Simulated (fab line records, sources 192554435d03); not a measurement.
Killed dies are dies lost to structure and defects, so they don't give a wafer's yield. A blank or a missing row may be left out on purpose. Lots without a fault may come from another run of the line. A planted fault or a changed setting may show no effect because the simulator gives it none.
Chamber matching | flow n5_finfet | N5_BEOL_M5_ETCH_68 on rie_diel-03: 4 sister chambers
The step etches SOC in N2/H2, target depth 80 nm, overetch 16 nm, time 120 s. 14 wafers are shown with their chamber, then 7 later ones without.

WAFERS WITH THEIR CHAMBER
wafer  | chamber | showerhead_plenum_p_Torr (Torr) | drypump_motor_current_A (A) | throttle_valve_pct (%)
L448.1 | 1       | 2.53                            | 6.0                         | 18.02
L448.4 | 0       | 2.44                            | 4.9                         | 18.12
L448.6 | 2       | 2.60                            | 6.1                         | 17.88
L447.2 | 3       | 2.48                            | 6.3                         | 17.77
L447.4 | 1       | 2.53                            | 6.0                         | 18.00
L447.6 | 2       | 2.60                            | 6.1                         | 17.89
L450.2 | 2       | 2.60                            | 6.2                         | 17.90
L450.4 | 3       | 2.48                            | 6.3                         | 17.76
L450.6 | 1       | 2.53                            | 6.1                         | 18.03
L453.1 | 1       | 2.53                            | 6.0                         | 18.06
L453.2 | 3       | 2.47                            | 6.3                         | 17.81
L453.6 | 3       | 2.47                            | 6.3                         | 17.79
L463.2 | 0       | 2.43                            | 4.9                         | 18.18
L463.5 | 0       | 2.43                            | 4.9                         | 18.18

SIGNATURES (means of the wafers above)
reading                  | chamber 0 | chamber 1 | chamber 2 | chamber 3 | scatter within a chamber
showerhead_plenum_p_Torr | 2.4333    | 2.5300    | 2.6000    | 2.4750    | 0.00408
drypump_motor_current_A  | 4.900     | 6.025     | 6.133     | 6.300     | 0.0376
throttle_valve_pct       | 18.1600   | 18.0275   | 17.8900   | 17.7825   | 0.0244
Rule: a wafer's distance from a chamber is the root of the sum, over the readings, of the square of ((its reading less the chamber's mean) divided by the reading's scatter). The wafer belongs to the nearest chamber; if the next one is less than 2 further off, it can't be placed. The scatter: the root of (the sum of the squares of (reading less its chamber's mean) over the shown wafers, divided by (wafers less chambers)).

WAFERS WITHOUT THEIR CHAMBER
wafer  | showerhead_plenum_p_Torr (Torr) | drypump_motor_current_A (A) | throttle_valve_pct (%)
L463.6 | 2.47                            | 6.3                         | 17.82
L464.3 | 2.47                            | 6.3                         | 17.82
L464.5 | 2.52                            | 6.0                         | 18.09
L464.6 | 2.43                            | 4.9                         | 18.18
L466.3 | 2.52                            | 6.1                         | 18.10
L466.5 | 2.59                            | 6.2                         | 17.42
L466.6 | 2.52                            | 6.0                         | 18.10

WHICH CHAMBER EACH WENT THROUGH
wafer  | from the rows above | in truth
L463.6 | 3                   | 3
L464.3 | 3                   | 3
L464.5 | 1                   | 1
L464.6 | 0                   | 0
L466.3 | 1                   | 1
L466.5 | 2                   | 2
L466.6 | 1                   | 1
Placed correctly: 7 of 7. Can't be placed from these rows: 0. Placed wrongly: 0.
